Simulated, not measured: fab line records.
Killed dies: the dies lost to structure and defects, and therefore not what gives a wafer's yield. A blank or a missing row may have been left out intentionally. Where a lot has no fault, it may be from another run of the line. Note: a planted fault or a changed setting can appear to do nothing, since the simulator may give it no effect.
Comparing a struck lot with a sound one / flow n5-finfet / 15 steps out of a route of 1938
Sound: wafers L872.1, L872.3, L872.6. Wafers L879.3, L879.5, L879.6 were the ones struck. The cause comes at the end.
Order at every step that has rows: each side's tool, ch and its chambers, its first start. Under that, the readings that differ: sound wafers / struck wafers / difference of the means / sigmas: that difference in standard deviations of wafers without a fault.
alike: words and numbers the same on both sides, and readings whose means are apart by under 2 such deviations; not compared: readings that were withheld, readings missing a value for some wafer, numbers with overlapping values and no deviation given by the record, and bounds like >300 which may hide the same value.
The two part at a step that has a row with sigmas, a row that says differs or no value, or rows on one side only. Numbers that have no deviation but don't overlap get no sigmas and don't part them. Lack of a reading on every wafer of one side parts them only where that side has two or more wafers.

first, 1 step without rows for these wafers: N5_BEOL_M15_HARDBAKE_14 (time 120 s).
N5_BEOL_M15_CD_MEAS_10 targets a cd of 360 nm.
  sound on cd-sem-02 ch 0, day 12 15:44; struck on cd-sem-03 ch 0, day 14 21:35
  alike: cd-nm
N5_BEOL_M15_OVL_MEAS_11:
  sound on overlay-02 ch 0, day 12 15:46; struck on overlay-02 ch 0, day 14 21:37
  alike: V14_OVL
N5_BEOL_M15_INSPECT_12: inspects for defects (macro).
  sound on defect-inspect-02 at day 12 15:47; struck on defect-inspect-01 at day 14 21:38
  alike: raw-defect-count
N5_BEOL_M15_DESCUM_15: chemistry O2, time 7.9 s.
  sound on rie-diel-05 ch 0,3, day 12 15:49; struck on rie-diel-04 ch 2,3, day 14 21:40
  alike: drypump-motor-current-A, oes-product-au, rf-vpp-V, showerhead-plenum-p-Torr, throttle-valve-pct
  not compared: rf-hours-counter-h
N5_BEOL_M15_ETCH_59: etches BARC in N2/H2, target depth 89 nm, overetch 26.7 nm, time 67.9 s.
  sound on rie-diel-05 ch 0,3, day 12 15:51; struck on rie-diel-04 ch 2,3, day 14 21:42
  alike: bias-w, drypump-motor-current-A, h2-flow-sccm, oes-product-au, rf-vpp-V, showerhead-plenum-p-Torr, throttle-valve-pct
  not compared: rf-hours-counter-h
N5_BEOL_M15_VIA_ETCH_16: etches SiO2 in C4F8/O2/Ar, target depth 1792.2 nm.
  sound on rie-diel-05 ch 0,3, day 12 15:55; struck on rie-diel-04 ch 2,3, day 14 21:45
  alike: bias-w, drypump-motor-current-A, mfc-ar-sccm, oes-product-au, rf-vpp-V, showerhead-plenum-p-Torr, throttle-valve-pct
then, 1 step without rows for these wafers: N5_BEOL_M15_STRIP_63 (strips in O2).
N5_BEOL_M15_STRIP_64: strips in O2.
  sound on rie-diel-05 ch 0,3; struck on rie-diel-04 ch 2,3
  alike: drypump-motor-current-A, oes-product-au, rf-vpp-V, showerhead-plenum-p-Torr, throttle-valve-pct
  not compared: rf-hours-counter-h
then, 2 steps without rows for these wafers: N5_BEOL_M15_STRIP_65 (strips in post etch residue remover, time 60 s); N5_BEOL_M15_SRD_66 (time 30 s, dry time 30 s).
N5_BEOL_M15_CD_MEAS_17 targets a cd of 360 nm.
  sound on cd-sem-03 at day 12 16:19; struck on cd-sem-02 at day 14 22:10
  alike: cd-nm
N5_BEOL_M15_COAT_56: time 60 s, resist thk 550 nm.
  sound on litho-track-02 ch 0, day 12 16:21; struck on litho-track-03 ch 0, day 14 22:13
reading=heater-power-total-W (W); sound=498.1 497.5 502.8; struck=438.2 439.6 439.4; difference=-60.4; sigmas=-34
reading=plate-temp-C (C); sound=249.97 250.21 249.83; struck=223.96 224.17 223.89; difference=-26.00; sigmas=-99 or more
reading=model.SOC_of_BEOL_M15_COAT_56.thk-nm (nm); sound=550.6 550.2 550.4; struck=560.6 561.6 561.4; difference=+10.8; sigmas=
N5_BEOL_M15_ETCH_57: etches SOC in N2/H2, time 750 s.
  sound on rie-diel-02 ch 1, day 12 16:29; struck on rie-diel-05 ch 0,1,3, day 14 22:16
reading=bias-w (W); sound=347.1 348.7 347.8; struck=351.5 349.7 350.2; difference=+2.6; sigmas=+3
reading=h2-flow-sccm (sccm); sound=201.1 200.3 201.4; struck=198.9 199.3 199.8; difference=-1.6; sigmas=-3
  alike: drypump-motor-current-A, oes-product-au, rf-vpp-V, showerhead-plenum-p-Torr, throttle-valve-pct
  not compared: rf-hours-counter-h
N5_PASSIVATION_PROBE_49:
  record: rows for the struck wafers here (prober-02, day 15 17:16), none for the sound ones

WHERE THEY PART
First at N5_BEOL_M15_COAT_56; last, within this record, at N5_PASSIVATION_PROBE_49.

WHY: what had been put in by the simulator
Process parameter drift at N5_BEOL_M15_COAT_56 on litho-track-03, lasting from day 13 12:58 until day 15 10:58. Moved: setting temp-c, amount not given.
